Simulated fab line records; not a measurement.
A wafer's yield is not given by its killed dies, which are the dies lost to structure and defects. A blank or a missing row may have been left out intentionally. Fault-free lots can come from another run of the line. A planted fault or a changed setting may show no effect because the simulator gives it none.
Lot-split experiment -- flow n5Finfet -- on a route of 1938 steps: 7 lots, 21 wafers read

## SPLIT DETAILS
At N5_DUMMY_GATE_COAT_35 (time 60 s, resist thk 10 nm), the setting spinRpm was moved away from the recipe's 1500 rpm on 9 of the 21 wafers read, by -9.2% to +9.7%. For the rest of the wafers, this setting stayed at what the recipe calls for.

The reading comes from the split's own step.

## THE READING
SiARC_of_DUMMY_GATE_COAT_35.thkNm (the simulator's own value, which no gauge read), in nm, at N5_DUMMY_GATE_COAT_35 (time 60 s, resist thk 10 nm). There is no usual value for it anywhere in the file.

wafer,"tool, chamber at the split","spinRpm as run, rpm",against the recipe,"SiARC_of_DUMMY_GATE_COAT_35.thkNm, nm",against lot-mates on the recipe
L078.3,"lithoTrack-03, 0",1500,recipe,10,-
L078.5,"lithoTrack-03, 0",1397,-6.9%,10.4,+0.4
L078.6,"lithoTrack-03, 0",1397,-6.9%,10.4,+0.4
L081.1,"lithoTrack-03, 0",1500,recipe,10,-
L081.4,"lithoTrack-03, 0",1500,recipe,10,-
L081.2,"lithoTrack-03, 0",1362,-9.2%,10.6,+0.6
L082.1,"lithoTrack-02, 0",1643,+9.5%,9.6,-0.4
L082.6,"lithoTrack-02, 0",1643,+9.5%,9.6,-0.4
L082.3,"lithoTrack-02, 0",1500,recipe,10,-
L083.2,"lithoTrack-02, 0",1500,recipe,10,-
L083.5,"lithoTrack-02, 0",1500,recipe,10,-
L083.6,"lithoTrack-02, 0",1500,recipe,10,-
L084.1,"lithoTrack-03, 0",1399,-6.7%,10.4,+0.4
L084.3,"lithoTrack-03, 0",1500,recipe,10,-
L084.5,"lithoTrack-03, 0",1500,recipe,10,-
L096.2,"lithoTrack-03, 0",1646,+9.7%,9.6,-0.4
L096.3,"lithoTrack-03, 0",1500,recipe,10,-
L096.6,"lithoTrack-03, 0",1500,recipe,10,-
L097.2,"lithoTrack-02, 0",1415,-5.7%,10.4,+0.4
L097.3,"lithoTrack-02, 0",1415,-5.7%,10.2,+0.2
L097.4,"lithoTrack-02, 0",1500,recipe,10,-

THE FIT
A straight line over all 21 wafers: SiARC_of_DUMMY_GATE_COAT_35.thkNm changes by -0.0501 nm for each +1% of spinRpm; r = -0.98; the points scatter about the line by 0.053 nm.
The same after taking each lot's own level away (the mean of its wafers on the recipe; 21 wafers): -0.0501 nm for each +1%; r = -0.98; scatter 0.053 nm.
On that fit, the largest move of spinRpm shifts the reading by 0.49 nm.
The lots' own levels span 10.00 to 10.00 nm.
Consequently the slope shifts little with the lot-to-lot level, the two slopes agreeing.
Check: with one of the wafers moved furthest among these (+9.7%) left out of the fit, the line predicts -0.478 nm for it against its lot-mates. It came out at -0.4 nm against them.

## OTHER SPLITS APPLIED TO THESE WAFERS
These wafers also went through other splits before the reading. Each is held against what the fit with the lots' levels taken away leaves over:
other split on the same wafers,wafers away from the commonest value,r with SiARC_of_DUMMY_GATE_COAT_35.thkNm (lot level and that fit taken away)
N5_ZERO_LAYER_COAT_05 spinRpm,7,-0.01
N5_ZERO_LAYER_EXPOSE_08 doseMj,10,+0.28
N5_WELL_APT_EXPOSE_22 doseMj,8,-0.07
N5_WELL_APT_DEVELOP_24 developTimeS,10,+0.08
N5_FIN_SAQP_COAT_10 spinRpm,5,+0.04
N5_FIN_SAQP_DEVELOP_15 developTimeS,5,-0.13
N5_FIN_CUT_CUT_ETCH_15 biasW,as run: not given for these wafers,-

## THE FILE'S OWN FIT
SiARC_of_DUMMY_GATE_COAT_35.thkNm changes by -0.0516 nm for each +1% of spinRpm, r = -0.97.
